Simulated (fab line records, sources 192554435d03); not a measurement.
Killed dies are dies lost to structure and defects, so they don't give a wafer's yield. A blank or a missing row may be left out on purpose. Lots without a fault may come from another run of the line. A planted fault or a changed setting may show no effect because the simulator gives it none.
A struck lot beside a sound one | flow n5_finfet | 18 steps out of a route of 1938
Sound: wafers L403.2, L403.3, L403.5. Struck: wafer L402.1. (L402.5 of the same lot was not struck and is left out.) The cause comes at the end.
At each step with rows: each side's tool, then ch and its chambers, then its first start. Under that, the readings that differ: sound wafers | struck wafers | difference of the means | sigmas: that difference in standard deviations of wafers without a fault.
alike: readings whose means differ by less than 2 such deviations, and words and numbers that are the same on both sides. not compared: withheld readings, readings that some wafer has no value for, bounds like >300 that may hide the same value, and numbers for which the record gives no deviation and whose values overlap.
The two part at a step that has a row with sigmas, a row that says differs or no value, or rows on one side only. Numbers that don't overlap but have no deviation are shown without sigmas and don't part them. A reading that every wafer of one side lacks parts them only if that side has two wafers or more.

first, 7 steps without rows for these wafers: N5_BEOL_M11_COAT_60 (time 60 s, resist thk 30 nm); N5_BEOL_M11_COAT_05 (resist thk 90 nm); N5_BEOL_M11_EBR_07; N5_BEOL_M11_SOFTBAKE_06 (time 60 s); N5_BEOL_M11_EXPOSE_08 (exposes mask M11); N5_BEOL_M11_PEB_09 (peb time 60 s); N5_BEOL_M11_DEVELOP_10 (develop time 30 s).
N5_BEOL_M11_CD_MEAS_11: target cd 64.1 nm.
  sound on cd_sem-02 ch 0, day 18 02:28; struck on cd_sem-01 ch 0, day 18 15:06
  alike: cd_nm
N5_BEOL_M11_OVL_MEAS_12:
  sound on overlay-02 ch 0, day 18 02:30; struck on overlay-01 ch 0, day 18 15:08
  alike: M11_OVL
N5_BEOL_M11_INSPECT_13: inspects for defects (brightfield).
  sound on defect_inspect-01, day 18 02:31; struck on defect_inspect-02, day 18 15:10
  reading          | sound       | struck | difference | sigmas
  raw_defect_count | 450 505 357 | 225    | -212       | -2
N5_BEOL_M11_DESCUM_16: chemistry O2, time 7.9 s.
  sound on rie_diel-01 ch 0,1,3, day 18 02:34; struck on rie_diel-04 ch 0, day 18 15:19
  alike: drypump_motor_current_A, o2_flow_sccm, oes_product_au, rf_vpp_V, showerhead_plenum_p_Torr, throttle_valve_pct
  not compared: rf_hours_counter_h
N5_BEOL_M11_ETCH_61: etches SiARC in CF4, target depth 39 nm, time 65 s.
  sound on rie_diel-01 ch 0,1,3, day 18 02:35; struck on rie_diel-04 ch 0, day 18 15:21
  alike: drypump_motor_current_A, etch_rf_on_time_s, oes_product_au, rf_vpp_V, showerhead_plenum_p_Torr, throttle_valve_pct
  not compared: rf_hours_counter_h
N5_BEOL_M11_ETCH_62: etches SOC in N2/H2, target depth 110 nm, overetch 22 nm, time 165 s.
  sound on rie_diel-01 ch 0,1,3, day 18 02:38; struck on rie_diel-04 ch 0, day 18 15:24
  reading                                     | sound          | struck | difference | sigmas
  model.SiARC_of_BEOL_M11_COAT_60.thk_nm (nm) | 23.6 23.8 23.2 | 22.2   | -1.3       |
  alike: drypump_motor_current_A, oes_product_au, rf_vpp_V, showerhead_plenum_p_Torr, throttle_valve_pct
  not compared: rf_hours_counter_h
then, 1 step without rows for these wafers: N5_BEOL_M11_STRIP_68 (strips in N2/H2).
N5_BEOL_M11_STRIP_67: strips in CF4.
  sound on rie_diel-01 ch 0,1,3, day 18 02:47; struck on rie_diel-04 ch 0, day 18 15:33
  alike: drypump_motor_current_A, oes_product_au, rf_vpp_V, showerhead_plenum_p_Torr, throttle_valve_pct
  not compared: rf_hours_counter_h
N5_BEOL_M11_HM_OPEN_17: chemistry Cl2/BCl3, target TiN, target depth 20 nm, overetch 6 nm.
  sound on rie_metal-01 ch 1, day 18 02:50; struck on rie_metal-03 ch 1, day 18 15:35
  reading                  | sound             | struck | difference | sigmas
  model.etch.depth_nm (nm) | 20.02 20.03 19.96 | 16.11  | -3.89      |
  alike: drypump_motor_current_A, oes_product_au, throttle_valve_pct
  not compared: rf_hours_counter_h
N5_BEOL_M11_STRIP_19: strips in O2.
  sound on rie_diel-06 ch 1,3, day 18 02:56; struck on rie_diel-04 ch 0, day 18 15:54
  alike: drypump_motor_current_A, o2_flow_sccm, oes_product_au, rf_vpp_V, showerhead_plenum_p_Torr, throttle_valve_pct
  not compared: rf_hours_counter_h
N5_PASSIVATION_PROBE_49:
  sound on prober-02, day 20 01:48; struck on prober-01, day 20 12:54
  reading            | sound    | struck | difference | sigmas
  killed_at_M0_to_M3 | 20 21 33 | 53     | +28        | +3
  killed_at_M4_up    | 26 18 17 | 9      | -11        | -2
  alike: defect_limited_yield, killed_at_contacts, killed_at_front_end, killed_at_other, killed_dies, killed_open, killed_short, sort_bin_4_leakage, sort_bin_5_function, sort_bin_6_memory, sort_n_pass, sort_yield_pct

WHERE THEY PART
First at N5_BEOL_M11_INSPECT_13; last, within this record, at N5_PASSIVATION_PROBE_49.

WHY: what the simulator had put in
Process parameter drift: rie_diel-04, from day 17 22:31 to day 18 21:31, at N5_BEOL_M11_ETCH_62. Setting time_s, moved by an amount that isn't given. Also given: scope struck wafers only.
